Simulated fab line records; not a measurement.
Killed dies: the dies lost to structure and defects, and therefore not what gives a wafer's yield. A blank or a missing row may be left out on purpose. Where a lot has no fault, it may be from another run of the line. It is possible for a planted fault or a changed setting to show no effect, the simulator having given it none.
Which tool did it? | flow nandHarc | at 1 step of a route of 1159, 24 lots with 72 wafers sampled

## WHAT THE GAUGES SHOWED, per wafer
NHARC_P_GATE_CD_MEAS_59: target cd 720 nm. Usual: cdNm 718.9 nm, standard deviation 1.6.
lot  | measured     | on       | cdNm (nm)         | flag
L074 | day 5 09:04  | cdSem-03 | 719.9 720.7 718.3 | 
L076 | day 5 15:34  | cdSem-01 | 720.4 717.3 719.8 | 
L075 | day 5 15:37  | cdSem-02 | 721.0 719.9 719.1 | 
L077 | day 6 00:11  | cdSem-02 | 716.6 719.5 718.7 | 
L079 | day 6 06:35  | cdSem-03 | 718.2 718.9 717.8 | 
L078 | day 6 07:07  | cdSem-03 | 721.8 722.5 723.4 | 
L080 | day 6 18:20  | cdSem-02 | 719.8 719.5 720.6 | 
L081 | day 7 04:48  | cdSem-01 | 717.7 718.1 718.7 | 
L082 | day 7 05:01  | cdSem-03 | 716.4 718.2 716.6 | 
L083 | day 7 16:20  | cdSem-02 | 719.2 719.0 717.6 | 
L084 | day 7 16:51  | cdSem-01 | 720.6 722.5 719.5 | 
L087 | day 8 11:34  | cdSem-01 | 719.4 717.8 718.8 | 
L088 | day 8 11:52  | cdSem-01 | 718.4 720.6 718.5 | 
L086 | day 8 12:11  | cdSem-02 | 718.4 716.9 717.7 | 
L085 | day 8 18:11  | cdSem-01 | 718.7 716.0 721.2 | 
L089 | day 9 04:26  | cdSem-03 | 720.8 721.4 720.6 | 
L091 | day 9 10:33  | cdSem-02 | 718.0 718.1 718.0 | 
L090 | day 9 11:15  | cdSem-02 | 717.1 719.1 716.1 | 
L093 | day 9 22:35  | cdSem-01 | 720.0 719.7 720.8 | 
L092 | day 9 22:46  | cdSem-01 | 718.5 718.5 719.0 | 
L094 | day 10 05:47 | cdSem-02 | 718.4 718.8 718.3 | 
L097 | day 10 20:24 | cdSem-02 | 718.3 717.6 713.7 | 
L095 | day 10 20:48 | cdSem-03 | 719.1 718.3 719.8 | 
L096 | day 11 04:50 | cdSem-02 | 716.3 717.7 719.6 | 

## WHICH TOOL RAN EACH LOT (tool, then ch and the chambers of the sampled wafers, then the start)
The record holds no process step before these readings.

## WHAT THE TOOLS THEMSELVES READ (means of the sampled wafers that have a number; where no wafer has one, the mark that the record gives instead)
The record holds no such reading with a usual standard deviation.

## THE ANSWER, worked out from the rows above alone
Rule: take the mean of a lot's wafers that have a number; if it is more than 3 standard deviations from the usual mean, the lot is off. Also off: a lot with no number at a reading for which 4 or more lots have one. Where the step has rows for the other lots, those lots are counted as sound. First the gauges in route order, then the tools' own readings, where a lot's mean is used as printed above. At the first step where some lot is off, the reading lying furthest off is the one used; lots without a number count as furthest.
None of the lots is off at any reading shown; this tells nothing.

## WHAT WAS PUT IN BY THE SIMULATOR
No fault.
